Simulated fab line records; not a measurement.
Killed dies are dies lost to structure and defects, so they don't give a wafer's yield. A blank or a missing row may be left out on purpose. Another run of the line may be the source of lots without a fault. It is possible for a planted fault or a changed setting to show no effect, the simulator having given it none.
fab line records | flow nandHarc
[record] lots = 6 wafers = 18 lastDay = 32
route steps=1302 shown A_DECK1_JOINT@544 A_ONON_D2@545 END@1302
lots with no fault: from the same line, run without faults
startH: hours from the record's opening day to when the first of the lot's shown wafers began | waitH: hours elapsed since this lot's preceding step | " the same as in the row above | L1.1+2: one row covering several wafers at once | - value missing, or start not given | * or withheld: withheld | < > ~ a bound
route shown NAME@n: a module of which the file shows steps, and the number in the route of the first | usual: mean/standard deviation of fault-free wafers | same: alike in all rows | chamber/n: place in a boat | sites: readings site by site | _std_site: their standard deviation | _edge_site: mean of outer sites minus mean of inner sites | radiusMm: for every site, how far away it sits from the centre of the wafer | mask NAME#n: copy n | behind: tool/chamber where the wafer was last shaped | hold: the reason the lot was held/the length of the hold in hours/how it ended | device: names the non-switching transistor (n, p or np) | end of line: tests of these same wafers at the route's end | a step given without rows: its recipe and nothing more | killed: dies lost to structure and defects at the first sort, not the wafer's yield | map: dies across one wafer; x = killed, . = not, _ = none there
set.NAME: the run value of the setting; set.NAME@STEP: its run value at that earlier step | model.NAME: the simulator's own value behind a step, which no gauge read
lots at selected steps of the route; one table per step, one row per wafer
services: a tool's chamber out of use, with start hour (startH, from the record's first day; less than 0 if before it), hours out, and reason
[[steps]]
[step NHARC_A_DECK1_JOINT_INSPECT_05]
[usual] rawDefectCount = 340/140
// columns lot.wafer tool chamber startH waitH rawDefectCount
L765.1 defectInspect-02 - 287.79 0.0 473
L765.4 " - " " 780
L765.5 " - " " 641
L769.2 defectInspect-02 - 320.13 0.0 405
L769.4 " - " " 477
L769.5 " - " " 434
L770.3 defectInspect-02 - 327.20 0.0 439
L770.4 " - " " 471
L770.5 " - " " 538
L775.2 defectInspect-01 - 383.45 0.0 305
L775.3 " - " " 452
L775.5 " - " " 650
L782.3 defectInspect-01 - 449.16 0.0 309
L782.5 " - " " 314
L782.6 " - " " 286
L786.1 defectInspect-01 - 488.15 0.0 257
L786.2 " - " " 216
L786.3 " - " " 246
[step NHARC_A_ONON_D2_DEP_00]
[recipe] targetThkA = 10000 n2FlowSccm = 2750 n2oFlowSccm = 2000 nh3FlowSccm = 500 sih4FlowSccm = 210 tempC = 400
[step NHARC_A_ONON_D2_THK_MEAS_02]
[recipe] thkMeasGauge = ellipsometry
[usual] thkNm = 997/7.8
// columns lot.wafer tool chamber startH waitH thkNm
L765.1 filmMetro-02 - 288.37 - 1000
L765.4 " - " " 1000
L765.5 " - " " 999
L769.2 filmMetro-02 - 320.71 - 998
L769.4 " - " " 995
L769.5 " - " " 994
L770.3 filmMetro-01 - 327.78 - 998
L770.4 " - " " 999
L770.5 " - " " 996
L775.2 filmMetro-01 - 384.02 - 998
L775.3 " - " " 999
L775.5 " - " " 997
L782.3 filmMetro-01 - 449.74 - 999
L782.5 " - " " 999
L782.6 " - " " 1000
L786.1 filmMetro-02 - 488.73 - 988
L786.2 " - " " 987
L786.3 " - " " 989
[step NHARC_A_ONON_D2_DEP_03]
[recipe] targetThkA = 10000 n2FlowSccm = 2750 n2oFlowSccm = 2000 nh3FlowSccm = 500 sih4FlowSccm = 210 tempC = 400
[step NHARC_A_ONON_D2_THK_MEAS_05]
[recipe] thkMeasGauge = ellipsometry
[usual] thkNm = 1001/10
// columns lot.wafer tool chamber startH waitH thkNm
L765.1 filmMetro-02 - 288.93 - 1004
L765.4 " - " " 1004
L765.5 " - " " 1004
L769.2 filmMetro-01 - 321.27 - 1004
L769.4 " - " " 1002
L769.5 " - " " 1002
L770.3 filmMetro-02 - 328.35 - 1001
L770.4 " - " " 1001
L770.5 " - " " 1002
L775.2 filmMetro-01 - 384.59 - 983
L775.3 " - " " 982
L775.5 " - " " 982
L782.3 filmMetro-01 - 450.31 - 1013
L782.5 " - " " 1015
L782.6 " - " " 1013
L786.1 filmMetro-02 - 489.30 - 1014
L786.2 " - " " 1014
L786.3 " - " " 1015
[step NHARC_A_ONON_D2_DEP_06]
[recipe] targetThkA = 10000 n2FlowSccm = 2750 n2oFlowSccm = 2000 nh3FlowSccm = 500 sih4FlowSccm = 210 tempC = 400
[step NHARC_A_ONON_D2_THK_MEAS_08]
[recipe] thkMeasGauge = ellipsometry
[usual] thkNm = 1001/11
// columns lot.wafer tool chamber startH waitH thkNm
L765.1 filmMetro-01 - 289.50 - 991
L765.4 " - " " 991
L765.5 " - " " 992
L769.2 filmMetro-02 - 321.83 - 996
L769.4 " - " " 998
L769.5 " - " " 997
L770.3 filmMetro-01 - 328.92 - 997
L770.4 " - " " 997
L770.5 " - " " 1000
L775.2 filmMetro-01 - 385.16 - 994
L775.3 " - " " 992
L775.5 " - " " 993
L782.3 filmMetro-02 - 450.87 - 1004
L782.5 " - " " 1004
L782.6 " - " " 1004
L786.1 filmMetro-01 - 489.87 - 1007
L786.2 " - " " 1005
L786.3 " - " " 1006
[step NHARC_A_ONON_D2_DEP_09]
[recipe] targetThkA = 10000 n2FlowSccm = 2750 n2oFlowSccm = 2000 nh3FlowSccm = 500 sih4FlowSccm = 210 tempC = 400
[step NHARC_A_ONON_D2_THK_MEAS_11]
[recipe] thkMeasGauge = ellipsometry
[usual] thkNm = 996/11
// columns lot.wafer tool chamber startH waitH thkNm
L765.1 filmMetro-01 - 290.06 - 1001
L765.4 " - " " 1000
L765.5 " - " " 999
L769.2 filmMetro-02 - 322.40 - 1012
L769.4 " - " " 1013
L769.5 " - " " 1013
L770.3 filmMetro-02 - 329.48 - 1013
L770.4 " - " " 1012
L770.5 " - " " 1012
L775.2 filmMetro-01 - 385.72 - 980
L775.3 " - " " 980
L775.5 " - " " 980
L782.3 filmMetro-02 - 451.44 - 1000
L782.5 " - " " 1000
L782.6 " - " " 1001
L786.1 filmMetro-02 - 490.44 - 992
L786.2 " - " " 991
L786.3 " - " " 992
[step NHARC_A_ONON_D2_DEP_12]
[recipe] targetThkA = 10000 n2FlowSccm = 2750 n2oFlowSccm = 2000 nh3FlowSccm = 500 sih4FlowSccm = 210 tempC = 400
[step NHARC_A_ONON_D2_THK_MEAS_14]
[recipe] thkMeasGauge = ellipsometry
[usual] thkNm = 1001/9.4
// columns lot.wafer tool chamber startH waitH thkNm
L765.1 filmMetro-01 - 290.62 - 1008
L765.4 " - " " 1008
L765.5 " - " " 1010
L769.2 filmMetro-02 - 322.96 - 994
L769.4 " - " " 991
L769.5 " - " " 993
L770.3 filmMetro-01 - 330.04 - 993
L770.4 " - " " 994
L770.5 " - " " 993
L775.2 filmMetro-01 - 386.29 - 984
L775.3 " - " " 985
L775.5 " - " " 985
L782.3 filmMetro-02 - 452.01 - 1008
L782.5 " - " " 1008
L782.6 " - " " 1006
L786.1 filmMetro-02 - 491.00 - 999
L786.2 " - " " 1001
L786.3 " - " " 1000
[step NHARC_A_ONON_D2_ANNEAL_15]
[recipe] tempC = 750 timeS = 3600
[step NHARC_A_ONON_D2_DEP_16]
[recipe] targetThkA = 10000 n2FlowSccm = 2750 n2oFlowSccm = 2000 nh3FlowSccm = 500 sih4FlowSccm = 210 tempC = 400
// columns lot.wafer tool chamber startH waitH
L765.1+4+5 pecvdOnon-03 0 297.55 0.4
L769.2+4+5 pecvdOnon-01 0 330.48 0.4
L770.3+4+5 pecvdOnon-01 0 337.00 0.5
L775.2+3+5 pecvdOnon-04 0 394.47 0.5
L782.3+5+6 pecvdOnon-03 0 459.30 0.5
L786.1+2+3 pecvdOnon-01 0 497.83 0.4
[step NHARC_A_ONON_D2_THK_MEAS_18]
[recipe] thkMeasGauge = ellipsometry
[usual] thkNm = 1001/6.7
// columns lot.wafer tool chamber startH waitH hold thkNm
L765.1 filmMetro-01 - 298.06 - - 1010
L765.4 " - " " - 1011
L765.5 " - " " - 1011
L769.2 filmMetro-01 - 330.93 - awaitDispo/0.2h/release 910
L769.4 " - " " awaitDispo/0.2h/release 911
L769.5 " - " " awaitDispo/0.2h/release 910
L769.2 filmMetro-01 - 331.10 0.2 - 911
L769.4 " - " " - 909
L769.5 " - " " - 909
L770.3 filmMetro-02 - 337.40 - awaitDispo/0.2h/release 899
L770.4 " - " " awaitDispo/0.2h/release 898
L770.5 " - " " awaitDispo/0.2h/release 901
L770.3 filmMetro-02 - 337.57 0.2 - 901
L770.4 " - " " - 900
L770.5 " - " " - 901
L775.2 filmMetro-02 - 394.94 - - 1000
L775.3 " - " " - 999
L775.5 " - " " - 999
L782.3 filmMetro-01 - 459.69 - - 1005
L782.5 " - " " - 1004
L782.6 " - " " - 1003
L786.1 filmMetro-02 - 498.34 - - 1001
L786.2 " - " " - 1001
L786.3 " - " " - 999
[step NHARC_END_SORT_01]
[recipe] tempC = 25
[usual] killedAtArray = 54/16 killedAtOther = 0.6/0.86 killedAtPeriphery = 3.8/2.6 killedDies = 58/16 killedOpen = 3.3/1.8 killedShort = 2.7/1.7
[same] grossDies = 677
// columns lot.wafer tool chamber startH waitH hold killedAtArray killedAtOther killedAtPeriphery killedDies killedOpen killedShort
L765.1 prober-02 0 571.19 2.5 - 88 1 4 93 2 2
L765.4 prober-02 0 573.60 3.4 - 57 1 5 63 2 1
L765.5 prober-02 0 574.41 3.7 - 67 1 3 71 2 5
L769.2 prober-01 0 603.22 2.8 awaitDispo/3.4h/scrap 674 0 3 677 2 4
L769.4 prober-01 0 604.81 3.4 awaitDispo/3.4h/scrap 676 0 1 677 1 4
L769.5 prober-01 0 605.61 3.7 awaitDispo/3.4h/scrap 669 0 8 677 2 2
L770.3 prober-02 0 604.04 3.1 awaitDispo/6.5h/scrap 671 0 6 677 5 5
L770.4 prober-02 0 604.83 3.4 awaitDispo/6.5h/scrap 673 0 4 677 3 5
L770.5 prober-02 0 605.62 3.7 awaitDispo/6.5h/scrap 677 0 0 677 3 2
L775.2 prober-01 0 663.52 2.8 - 71 0 7 78 1 1
L775.3 prober-01 0 664.33 3.1 - 71 0 9 80 0 2
L775.5 prober-01 0 665.94 3.7 - 84 0 2 86 3 1
L782.3 prober-02 0 742.73 3.1 - 34 0 9 43 1 4
L782.5 prober-02 0 744.36 3.7 - 50 1 3 54 4 3
L782.6 prober-02 0 745.17 4.1 - 58 2 9 69 5 2
// killed by level:class
L765.1 A_CHANNEL_HOLE_D1:chamberFilmFlake=37 A_CHANNEL_HOLE_D2:chamberFilmFlake=34 A_CONTACT:chamberFilmFlake=4 A_ZERO_WELL:chamberFilmFlake=3 A_ONON_D1:geometricParticle:open=2 P_GATE:chamberFilmFlake=2 A_DECK1_JOINT:chamberFilmFlake=2 A_STAIRCASE:chamberFilmFlake=2
L765.4 A_CHANNEL_HOLE_D1:chamberFilmFlake=26 A_CHANNEL_HOLE_D2:chamberFilmFlake=20 P_GATE:chamberFilmFlake=3 P_BONDPAD:chamberFilmFlake=2 A_STAIRCASE:chamberFilmFlake=2 A_CONTACT:chamberFilmFlake=2 A_ONON_D1:geometricParticle:open=1 A_ONON_D2:geometricParticle:short=1
L765.5 A_CHANNEL_HOLE_D1:chamberFilmFlake=24 A_CHANNEL_HOLE_D2:chamberFilmFlake=23 A_CONTACT:chamberFilmFlake=6 A_STAIRCASE:chamberFilmFlake=4 A_M0:geometricParticle:short=2 P_BONDPAD:chamberFilmFlake=2 P_GATE:geometricParticle:open=1 A_ONON_D1:geometricParticle:short=1
L769.2 A_ONON_D2:areaDep=600 A_CHANNEL_HOLE_D1:chamberFilmFlake=34 A_SLIT:chamberFilmFlake=17 A_CHANNEL_HOLE_D2:chamberFilmFlake=6 A_DECK1_JOINT:chamberFilmFlake=3 A_STAIRCASE:chamberFilmFlake=3 A_CONTACT:chamberFilmFlake=3 P_M0:chamberFilmFlake=2
L770.3 A_ONON_D2:areaDep=593 A_CHANNEL_HOLE_D1:chamberFilmFlake=36 A_CHANNEL_HOLE_D2:chamberFilmFlake=31 A_CHANNEL_FILL_D2:geometricParticle:short=3 A_STAIRCASE:chamberFilmFlake=3 P_CONTACT:geometricParticle:open=2 A_CONTACT:chamberFilmFlake=2 P_ZERO_WELL:geometricParticle:short=1
L769.4 A_ONON_D2:areaDep=606 A_CHANNEL_HOLE_D1:chamberFilmFlake=29 A_SLIT:chamberFilmFlake=13 A_CHANNEL_HOLE_D2:chamberFilmFlake=10 A_CONTACT:chamberFilmFlake=8 A_CHANNEL_FILL_D1:geometricParticle:short=3 A_STAIRCASE:chamberFilmFlake=2 A_ONON_D2:geometricParticle:open=1
L770.4 A_ONON_D2:areaDep=584 A_CHANNEL_HOLE_D2:chamberFilmFlake=43 A_CHANNEL_HOLE_D1:chamberFilmFlake=35 P_M0:geometricParticle:short=2 A_CHANNEL_FILL_D2:geometricParticle:short=2 A_STAIRCASE:chamberFilmFlake=2 A_CONTACT:chamberFilmFlake=2 P_CONTACT:geometricParticle:short=1
L769.5 A_ONON_D2:areaDep=598 A_CHANNEL_HOLE_D1:chamberFilmFlake=33 A_SLIT:chamberFilmFlake=13 A_CHANNEL_HOLE_D2:chamberFilmFlake=9 A_CONTACT:chamberFilmFlake=7 P_M0:chamberFilmFlake=5 A_CHANNEL_FILL_D1:chamberFilmFlake=3 A_STAIRCASE:chamberFilmFlake=3
L770.5 A_ONON_D2:areaDep=620 A_CHANNEL_HOLE_D1:chamberFilmFlake=26 A_CHANNEL_HOLE_D2:chamberFilmFlake=20 A_STAIRCASE:chamberFilmFlake=3 A_BLC:geometricParticle:open=2 A_WL_FILL:geometricParticle:short=1 A_CONTACT:geometricParticle:open=1 A_BLC:geometricParticle:short=1
L775.2 A_CHANNEL_HOLE_D1:chamberFilmFlake=25 A_SLIT:chamberFilmFlake=21 A_CHANNEL_HOLE_D2:chamberFilmFlake=14 A_BLC:chamberFilmFlake=7 P_GATE:chamberFilmFlake=6 A_STAIRCASE:chamberFilmFlake=2 P_CONTACT:geometricParticle:open=1 A_WL_FILL:geometricParticle:short=1
L775.3 A_CHANNEL_HOLE_D1:chamberFilmFlake=31 A_SLIT:chamberFilmFlake=18 P_GATE:chamberFilmFlake=6 A_CHANNEL_HOLE_D2:chamberFilmFlake=6 A_CONTACT:chamberFilmFlake=5 A_WL_FILL:chamberFilmFlake=4 A_STAIRCASE:chamberFilmFlake=3 A_BLC:chamberFilmFlake=3
L775.5 A_CHANNEL_HOLE_D1:chamberFilmFlake=31 A_SLIT:chamberFilmFlake=20 A_CHANNEL_HOLE_D2:chamberFilmFlake=12 A_STAIRCASE:chamberFilmFlake=5 A_BLC:chamberFilmFlake=4 A_CONTACT:chamberFilmFlake=4 P_GATE:chamberFilmFlake=2 A_DECK1_JOINT:chamberFilmFlake=2
L782.3 A_CHANNEL_HOLE_D2:chamberFilmFlake=13 A_CHANNEL_HOLE_D1:chamberFilmFlake=7 A_SGD_CUT:chamberFilmFlake=5 P_CONTACT:chamberFilmFlake=3 A_SLIT:chamberFilmFlake=3 P_GATE:chamberFilmFlake=2 A_CONTACT:chamberFilmFlake=2 P_CONTACT:geometricParticle:short=1
L782.5 A_CHANNEL_HOLE_D2:chamberFilmFlake=14 A_CHANNEL_HOLE_D1:chamberFilmFlake=11 A_SLIT:chamberFilmFlake=8 A_CONTACT:chamberFilmFlake=4 A_SGD_CUT:chamberFilmFlake=3 A_WL_FILL:chamberFilmFlake=3 A_CONTACT:geometricParticle:open=2 A_BLC:geometricParticle:short=2
L782.6 A_CHANNEL_HOLE_D2:chamberFilmFlake=23 A_CHANNEL_HOLE_D1:chamberFilmFlake=10 A_SLIT:chamberFilmFlake=9 P_CONTACT:chamberFilmFlake=5 A_SGD_CUT:chamberFilmFlake=4 A_BLC:geometricParticle:open=2 P_ZERO_WELL:chamberFilmFlake=2 A_CONTACT:chamberFilmFlake=2
// map L769.2 (x killed, . not)
____________x____________
_________xxxxxxx_________
_______xxxxxxxxxxx_______
______xxxxxxxxxxxxx______
_____xxxxxxxxxxxxxxx_____
____xxxxxxxxxxxxxxxxx____
____xxxxxxxxxxxxxxxxx____
___xxxxxxxxxxxxxxxxxxx___
___xxxxxxxxxxxxxxxxxxx___
__xxxxxxxxxxxxxxxxxxxxx__
__xxxxxxxxxxxxxxxxxxxxx__
_xxxxxxxxxxxxxxxxxxxxxxx_
_xxxxxxxxxxxxxxxxxxxxxxx_
_xxxxxxxxxxxxxxxxxxxxxxx_
_xxxxxxxxxxxxxxxxxxxxxxx_
_xxxxxxxxxxxxxxxxxxxxxxx_
xxxxxxxxxxxxxxxxxxxxxxxxx
xxxxxxxxxxxxxxxxxxxxxxxxx
xxxxxxxxxxxxxxxxxxxxxxxxx
xxxxxxxxxxxxxxxxxxxxxxxxx
xxxxxxxxxxxxxxxxxxxxxxxxx
_xxxxxxxxxxxxxxxxxxxxxxx_
_xxxxxxxxxxxxxxxxxxxxxxx_
_xxxxxxxxxxxxxxxxxxxxxxx_
_xxxxxxxxxxxxxxxxxxxxxxx_
_xxxxxxxxxxxxxxxxxxxxxxx_
__xxxxxxxxxxxxxxxxxxxxx__
__xxxxxxxxxxxxxxxxxxxxx__
___xxxxxxxxxxxxxxxxxxx___
___xxxxxxxxxxxxxxxxxxx___
____xxxxxxxxxxxxxxxxx____
____xxxxxxxxxxxxxxxxx____
_____xxxxxxxxxxxxxxx_____
______xxxxxxxxxxxxx______
_______xxxxxxxxxxx_______
_________xxxxxxx_________
____________x____________
// map L770.3 (x killed, . not)
____________x____________
_________xxxxxxx_________
_______xxxxxxxxxxx_______
______xxxxxxxxxxxxx______
_____xxxxxxxxxxxxxxx_____
____xxxxxxxxxxxxxxxxx____
____xxxxxxxxxxxxxxxxx____
___xxxxxxxxxxxxxxxxxxx___
___xxxxxxxxxxxxxxxxxxx___
__xxxxxxxxxxxxxxxxxxxxx__
__xxxxxxxxxxxxxxxxxxxxx__
_xxxxxxxxxxxxxxxxxxxxxxx_
_xxxxxxxxxxxxxxxxxxxxxxx_
_xxxxxxxxxxxxxxxxxxxxxxx_
_xxxxxxxxxxxxxxxxxxxxxxx_
_xxxxxxxxxxxxxxxxxxxxxxx_
xxxxxxxxxxxxxxxxxxxxxxxxx
xxxxxxxxxxxxxxxxxxxxxxxxx
xxxxxxxxxxxxxxxxxxxxxxxxx
xxxxxxxxxxxxxxxxxxxxxxxxx
xxxxxxxxxxxxxxxxxxxxxxxxx
_xxxxxxxxxxxxxxxxxxxxxxx_
_xxxxxxxxxxxxxxxxxxxxxxx_
_xxxxxxxxxxxxxxxxxxxxxxx_
_xxxxxxxxxxxxxxxxxxxxxxx_
_xxxxxxxxxxxxxxxxxxxxxxx_
__xxxxxxxxxxxxxxxxxxxxx__
__xxxxxxxxxxxxxxxxxxxxx__
___xxxxxxxxxxxxxxxxxxx___
___xxxxxxxxxxxxxxxxxxx___
____xxxxxxxxxxxxxxxxx____
____xxxxxxxxxxxxxxxxx____
_____xxxxxxxxxxxxxxx_____
______xxxxxxxxxxxxx______
_______xxxxxxxxxxx_______
_________xxxxxxx_________
____________x____________
[[services]]
// columns tool chamber startH hours kind
pecvdOnon-04 - 311.08 13.0 pm
pecvdOnon-01 - 361.73 5.8 repair
pecvdOnon-03 - 408.20 13.0 pm
pecvdOnon-01 - 450.00 13.0 pm
pecvdOnon-04 - 492.08 13.0 pm
[[key]]
[firstSign] step = NHARC_A_ONON_D2_THK_MEAS_18 reading = visit direction = added
[effect] step = NHARC_A_ONON_D2_THK_MEAS_18 reading = thkNm direction = down sigmas = 14 usual = 1001 struck = 905
[effect] step = NHARC_END_SORT_01 reading = killedAtArray direction = up sigmas = 39 usual = 54 struck = 673
[moreKillsBornAt] NHARC_A_ONON_D2_DEP_16@pecvdOnon-01 = 3601
metAt NHARC_A_ONON_D2_DEP_16
struckWafers L769.2,L769.4,L769.5,L770.3,L770.4,L770.5
laterRowsLeftOut L769.2,L769.4,L769.5,L770.3,L770.4,L770.5
testerLeftOut L769,L770
[fault] kind = processParameterDrift tool = pecvdOnon-01 chamber = - onsetH = 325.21 steps = NHARC_A_ONON_D2_DEP_16 channel = targetThkA offset = * shape = step endH = 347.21 actsIn = * stated = *
// testerLeftOut: of these lots the tester's yield and bins aren't shown, on N5 and GAA mostly nor the transistor test; their killed dies are dies lost to structure and defects alone, not to doping, threshold or leakage, so they don't give the yield
// laterRowsLeftOut: the simulator's readings of these wafers behind a module that went badly wrong aren't trusted and aren't shown, but for the sort
